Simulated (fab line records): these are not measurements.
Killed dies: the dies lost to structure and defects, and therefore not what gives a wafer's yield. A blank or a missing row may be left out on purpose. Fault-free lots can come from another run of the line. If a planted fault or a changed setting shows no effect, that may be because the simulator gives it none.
fab line records	flow n5_finfet
[record] lots = 5	wafers = 15	last_day = 17
route steps=1938 shown BEOL_M9@1428
lots that met no fault: taken from a fault-free run of the same line
start_h: the number of hours between the record's first day and the start of the first shown wafer of the lot	wait_h: hours since the lot's step before	" as in the row above	L1.1+2: several wafers, shown together as one row	- value missing, or start not given	* or withheld: withheld	< > ~ a bound
route shown NAME@n: a module of which the file shows steps, and the number in the route of the first	usual: average and standard deviation across the fault-free wafers	same: alike in all rows	chamber/n: place in a boat	sites: each site's reading	_std_site: standard deviation across them	_edge_site: outer sites' mean less inner sites'	radius_mm: how far each site lies from the wafer's centre	mask NAME#n: copy n	behind: the tool/chamber that last shaped the wafer	hold: cause of the lot's hold/its duration in hours/its outcome	device: whichever transistor did not switch (one of n, p or np)	end of line: the route-end tests of the same wafers	step lacking rows: just its recipe	killed: dies lost to structure and defects at the first sort, not the wafer's yield	map: dies across one wafer; x = killed, . = not, _ = none there
set.NAME: the setting as run; set.NAME@STEP: as run at that earlier step	model.NAME: the simulator's own value behind a step, which no gauge read
certain route steps with their lots: each step a table, each wafer a row
services: the hour from which a tool's chamber was out of use, counted from the record's first day as start_h (under 0 if before that day), plus the number of hours and why
[[steps]]
[step N5_BEOL_M9_COAT_22]
[recipe] resist = CAR-EUV	spin_rpm = 1500	resist_thk_nm = 30
[step N5_BEOL_M9_EBR_24]
[recipe] solvent = PGMEA	ebr_width_mm = 1.5
[step N5_BEOL_M9_SOFTBAKE_23]
[recipe] temp_c = 110	time_s = 60	resist = CAR-EUV
[step N5_BEOL_M9_EXPOSE_25]
[recipe] mask_id = V8	na = 0.33	source_shape = annular	sigma_inner = 0.4	sigma_outer = 0.8	polarization = unpolarized	dose_mj = 37.25
[step N5_BEOL_M9_PEB_26]
[recipe] peb_temp_c = 100	peb_time_s = 60	resist = CAR-EUV
[step N5_BEOL_M9_DEVELOP_27]
[recipe] develop_time_s = 30	developer = TMAH	resist = CAR-EUV	rinse_liquid = surfactant_rinse	dry = air_spin	dev_temp_c = 23
[step N5_BEOL_M9_CD_MEAS_28]
[recipe] target_cd_nm = 70	landing_energy_ev = 500	detector = se_inlens	polarity = opening
[usual] cd_nm = 69.95/0.29
[same] landing_energy_ev = 500
lot.wafer	tool	chamber	start_h	wait_h	cd_nm
L436.1	cd_sem-03	0	204.73	-	69.51
L436.5	"	0	"	"	70.04
L436.6	"	0	"	"	69.99
L437.2	cd_sem-02	0	213.15	-	70.05
L437.3	"	0	"	"	69.65
L437.6	"	0	"	"	69.87
L450.1	cd_sem-03	0	291.95	-	69.87
L450.3	"	0	"	"	69.89
L450.5	"	0	"	"	69.12
L453.3	cd_sem-02	0	310.40	-	69.88
L453.4	"	0	"	"	69.54
L453.5	"	0	"	"	70.29
L459.3	cd_sem-02	0	345.88	-	70.47
L459.4	"	0	"	"	70.39
L459.5	"	0	"	"	70.03
[step N5_BEOL_M9_OVL_MEAS_29]
[recipe] points_per_wafer = 522
[usual] V8_OVL = 0.0/0.8
lot.wafer	tool	chamber	start_h	wait_h	V8_OVL[nm]
L436.1	overlay-02	0	204.76	0.0	-0.1
L436.5	"	0	"	"	-0.2
L436.6	"	0	"	"	0.2
L437.2	overlay-02	0	213.18	0.0	-0.6
L437.3	"	0	"	"	-0.5
L437.6	"	0	"	"	0.8
L450.1	overlay-02	0	291.98	0.0	0.6
L450.3	"	0	"	"	0.8
L450.5	"	0	"	"	-0.6
L453.3	overlay-01	0	310.44	0.0	-0.7
L453.4	"	0	"	"	0.3
L453.5	"	0	"	"	-0.8
L459.3	overlay-02	0	345.92	0.0	-0.7
L459.4	"	0	"	"	-1.7
L459.5	"	0	"	"	-0.4
[step N5_BEOL_M9_INSPECT_30]
[recipe] mode = adi	inspect_instrument = brightfield
[usual] raw_defect_count = 414/110
lot.wafer	tool	chamber	start_h	wait_h	raw_defect_count
L436.1	defect_inspect-01	-	204.82	0.1	333
L436.5	"	-	"	"	376
L436.6	"	-	"	"	344
L437.2	defect_inspect-01	-	213.24	0.0	371
L437.3	"	-	"	"	364
L437.6	"	-	"	"	399
L450.1	defect_inspect-01	-	292.04	0.1	358
L450.3	"	-	"	"	505
L450.5	"	-	"	"	336
L453.3	defect_inspect-02	-	310.49	0.0	285
L453.4	"	-	"	"	424
L453.5	"	-	"	"	378
L459.3	defect_inspect-01	-	345.96	0.0	386
L459.4	"	-	"	"	378
L459.5	"	-	"	"	472
[step N5_BEOL_M9_DESCUM_33]
[recipe] chemistry = O2	time_s = 7	source_power_w = 50	bias_power_w = 20	pressure_mtorr = 20	rf_frequency_hz = 2.712e+07	temp_c = 40	resist = CAR-EUV	o2_flow_sccm = 225
[usual] drypump_motor_current_A = 5.8/0.48	oes_product_au = 0.78/0.067	rf_vpp_V = 242.9/1.1	showerhead_plenum_p_Torr = 2.08/0.047	throttle_valve_pct = 20.41/0.25
lot.wafer	tool	chamber	start_h	wait_h	drypump_motor_current_A	oes_product_au	rf_hours_counter_h	rf_vpp_V	showerhead_plenum_p_Torr	throttle_valve_pct
L436.1	rie_diel-05	1	205.04	0.2	5.6	0.73	169	245.6	2.16	20.22
L436.5	"	2	"	"	5.9	0.81	-	243.0	2.12	20.26
L436.6	"	3	"	"	6.4	0.83	-	242.4	2.05	20.77
L437.2	rie_diel-02	2	213.27	0.0	6.4	0.72	173	243.3	2.12	20.78
L437.3	"	1	"	"	5.7	0.79	101	242.7	2.02	20.29
L437.6	"	0	"	"	5.4	0.86	-	242.0	2.07	20.10
L450.1	rie_diel-02	1	292.11	0.1	5.7	0.77	122	242.2	2.01	20.33
L450.3	"	3	"	"	5.4	0.73	195	244.5	2.08	20.69
L450.5	"	2	"	"	6.4	0.69	-	243.9	2.11	20.81
L453.3	rie_diel-05	2	310.52	0.0	5.9	0.78	144	244.6	2.11	20.32
L453.4	"	0	"	"	5.8	0.95	6	242.1	2.03	19.92
L453.5	"	3	"	"	6.4	0.80	-	240.0	2.04	20.81
L459.3	rie_diel-03	3	346.00	0.0	6.6	0.77	134	243.8	2.11	20.35
L459.4	"	0	"	"	5.3	0.77	133	243.0	2.03	20.56
L459.5	"	3	"	"	6.6	0.77	-	243.0	2.11	20.34
[step N5_BEOL_M9_ETCH_76]
[recipe] chemistry = N2/H2	target = underlayer	target_depth_a = 65	mask_material = CAR-EUV	time_s = 5.2	ion_energy_ev = 200	pressure_mtorr = 30	source_w = 840	bias_w = 150	n2_flow_sccm = 200	h2_flow_sccm = 200	ends = cleared
[usual] bias_w = 150.1/0.47	drypump_motor_current_A = 5.8/0.48	etch_rf_on_time_s = 5.15/0.13	oes_product_au = 0.67/0.061	rf_vpp_V = 523.3/2.2	showerhead_plenum_p_Torr = 2.52/0.052	throttle_valve_pct = 17.83/0.26
lot.wafer	tool	chamber	start_h	wait_h	bias_w	drypump_motor_current_A	etch_rf_on_time_s	oes_product_au	rf_hours_counter_h	rf_vpp_V	showerhead_plenum_p_Torr	throttle_valve_pct
L436.1	rie_diel-05	1	205.08	0.0	149.7	5.7	5.21	0.62	169	527.3	2.62	17.60
L436.5	"	2	"	"	149.6	5.9	5.04	0.70	-	524.9	2.54	17.47
L436.6	"	3	"	"	149.9	6.4	5.20	0.70	-	522.5	2.48	18.19
L437.2	rie_diel-02	2	213.30	0.0	150.5	6.4	5.27	0.60	173	524.3	2.52	17.88
L437.3	"	1	"	"	149.0	5.7	5.11	0.69	101	521.0	2.45	17.84
L437.6	"	0	"	"	149.2	5.4	4.89	0.76	-	523.2	2.50	17.50
L450.1	rie_diel-02	1	292.14	0.0	150.5	5.7	5.12	0.66	122	521.3	2.44	17.88
L450.3	"	3	"	"	150.3	5.4	5.19	0.61	195	525.5	2.55	18.30
L450.5	"	2	"	"	149.4	6.5	5.40	0.59	-	521.5	2.51	17.93
L453.3	rie_diel-05	2	310.56	0.0	150.2	5.8	5.07	0.67	144	524.8	2.53	17.55
L453.4	"	0	"	"	150.7	5.8	5.13	0.79	6	522.9	2.49	17.58
L453.5	"	3	"	"	150.1	6.4	5.20	0.67	-	519.3	2.46	18.27
L459.3	rie_diel-03	3	346.03	0.0	150.4	6.6	5.04	0.66	134	523.4	2.55	17.78
L459.4	"	0	"	"	150.0	5.3	5.02	0.67	133	521.4	2.45	17.94
L459.5	"	3	"	"	150.4	6.6	5.01	0.66	-	523.3	2.55	17.77
[step N5_BEOL_M9_ETCH_65]
[recipe] chemistry = CF4	target = SiARC	target_depth_a = 156	mask_material = CAR-EUV	time_s = 26	ion_energy_ev = 80	pressure_mtorr = 40	source_w = 545	bias_w = 36	Ar_flow_sccm = 100	cf4_flow_sccm = 100	ends = cleared
[usual] bias_w = 36.01/0.1	drypump_motor_current_A = 5.8/0.48	etch_rf_on_time_s = 25.8/0.63	oes_product_au = 0.67/0.06	rf_vpp_V = 183.8/0.96	showerhead_plenum_p_Torr = 2.12/0.045	throttle_valve_pct = 15.54/0.23
lot.wafer	tool	chamber	start_h	wait_h	bias_w	drypump_motor_current_A	etch_rf_on_time_s	oes_product_au	rf_hours_counter_h	rf_vpp_V	showerhead_plenum_p_Torr	throttle_valve_pct
L436.1	rie_diel-05	1	205.09	0.0	36.10	5.6	25.7	0.63	169	185.6	2.21	15.44
L436.5	"	2	"	"	36.12	5.9	24.8	0.70	-	184.6	2.16	15.45
L436.6	"	3	"	"	35.84	6.4	25.8	0.69	-	182.7	2.10	15.82
L437.2	rie_diel-02	2	213.32	0.0	36.00	6.5	27.1	0.60	173	184.5	2.13	15.80
L437.3	"	1	"	"	36.08	5.6	25.9	0.68	101	183.0	2.07	15.44
L437.6	"	0	"	"	36.07	5.4	24.9	0.75	-	184.8	2.08	15.03
L450.1	rie_diel-02	1	292.16	0.0	35.80	5.7	25.5	0.66	122	180.9	2.06	15.49
L450.3	"	3	"	"	36.06	5.4	26.3	0.61	195	185.3	2.10	15.75
L450.5	"	2	"	"	35.83	6.4	26.8	0.59	-	184.0	2.12	15.85
L453.3	rie_diel-05	2	310.58	0.0	36.28	5.9	25.2	0.68	144	184.2	2.15	15.50
L453.4	"	0	"	"	35.89	5.8	25.8	0.80	6	182.6	2.11	15.26
L453.5	"	3	"	"	35.95	6.4	25.7	0.67	-	182.7	2.09	15.88
L459.3	rie_diel-03	3	346.05	0.0	36.03	6.6	25.8	0.66	134	184.8	2.15	15.50
L459.4	"	0	"	"	36.04	5.3	25.5	0.68	133	183.4	2.06	15.56
L459.5	"	3	"	"	35.96	6.7	25.4	0.66	-	183.1	2.15	15.49
[step N5_BEOL_M9_ETCH_66]
[recipe] chemistry = N2/H2	target = SOC	target_depth_a = 800	overetch_a = 160	mask_material = SiARC	temp_c = 40	time_s = 120	ion_energy_ev = 200	pressure_mtorr = 30	source_w = 840	bias_w = 150	n2_flow_sccm = 200	h2_flow_sccm = 200
[usual] bias_w = 150.0/0.48	drypump_motor_current_A = 5.8/0.48	oes_product_au = 0.60/0.048	rf_vpp_V = 523.2/1.9	showerhead_plenum_p_Torr = 2.52/0.052	throttle_valve_pct = 17.79/0.26
lot.wafer	tool	chamber	start_h	wait_h	bias_w	drypump_motor_current_A	oes_product_au	rf_hours_counter_h	rf_vpp_V	showerhead_plenum_p_Torr	throttle_valve_pct	model.SiARC_of_BEOL_M9_COAT_64.thk_nm
L436.1	rie_diel-05	1	205.12	0.0	149.9	5.7	0.56	169	527.6	2.61	17.55	6.6
L436.5	"	2	"	"	150.1	5.9	0.61	-	524.8	2.54	17.45	6.4
L436.6	"	3	"	"	150.6	6.4	0.61	-	522.1	2.48	18.15	6.4
L437.2	rie_diel-02	2	213.35	0.0	149.0	6.4	0.56	173	525.0	2.52	17.87	6.6
L437.3	"	1	"	"	148.9	5.7	0.60	101	522.5	2.45	17.80	6.2
L437.6	"	0	"	"	149.9	5.4	0.66	-	522.2	2.50	17.45	5.8
L450.1	rie_diel-02	1	292.19	0.0	150.4	5.7	0.59	122	520.5	2.44	17.82	6.2
L450.3	"	3	"	"	137.8	5.4	0.55	195	496.4	2.55	18.28	7
L450.5	"	2	"	"	149.8	6.5	0.54	-	522.8	2.51	17.90	6.6
L453.3	rie_diel-05	2	310.60	0.0	150.1	5.9	0.59	144	523.6	2.53	17.51	6.4
L453.4	"	0	"	"	150.1	5.9	0.71	6	520.8	2.49	17.52	6.2
L453.5	"	3	"	"	150.2	6.4	0.60	-	521.6	2.46	18.22	6.4
L459.3	rie_diel-03	3	346.08	0.0	149.9	6.6	0.59	134	524.4	2.55	17.75	6.4
L459.4	"	0	"	"	149.5	5.3	0.60	133	520.2	2.45	17.88	6.2
L459.5	"	3	"	"	150.0	6.6	0.59	-	523.5	2.55	17.73	6.4
[step N5_BEOL_M9_STRIP_69]
[recipe] chemistry = N2/H2	temp_c = 40	n2_flow_sccm = 200	h2_flow_sccm = 200	rf_frequency_hz = 6e+07
[[services]]
tool	chamber	start_h	hours	kind
rie_diel-03	2	189.48	14.7	repair
rie_diel-02	-	249.58	2.8	pm
rie_diel-03	2	261.75	-	clean
rie_diel-03	2	261.75	-	consumable_replace:focus_ring
rie_diel-03	2	261.75	24.2	scheduled_down
rie_diel-03	2	261.75	24.2	vent_cycle
rie_diel-05	0	269.66	-	clean
rie_diel-05	0	269.66	-	consumable_replace:focus_ring
rie_diel-05	0	269.66	24.8	scheduled_down
rie_diel-05	0	269.66	24.8	vent_cycle
[[key]]
[first_sign] step = N5_BEOL_M9_ETCH_66	reading = bias_w	direction = down	sigmas = 25	usual = *	struck = *
[effect] step = N5_BEOL_M9_ETCH_66	reading = rf_vpp_V	direction = down	sigmas = 14	usual = 523.2	struck = 496.4
[model_effect] step = N5_BEOL_M9_ETCH_66	value = SiARC_of_BEOL_M9_COAT_64.thk_nm	without = 6.4	struck = 7
met_at N5_BEOL_M9_ETCH_66
struck_wafers L450.3
[fault] kind = process_parameter_drift	tool = rie_diel-02	chamber = 3	onset_h = 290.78	steps = N5_BEOL_M9_ETCH_66	channel = bias_w	offset = *	shape = step	end_h = 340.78	acts_in = *	stated = *
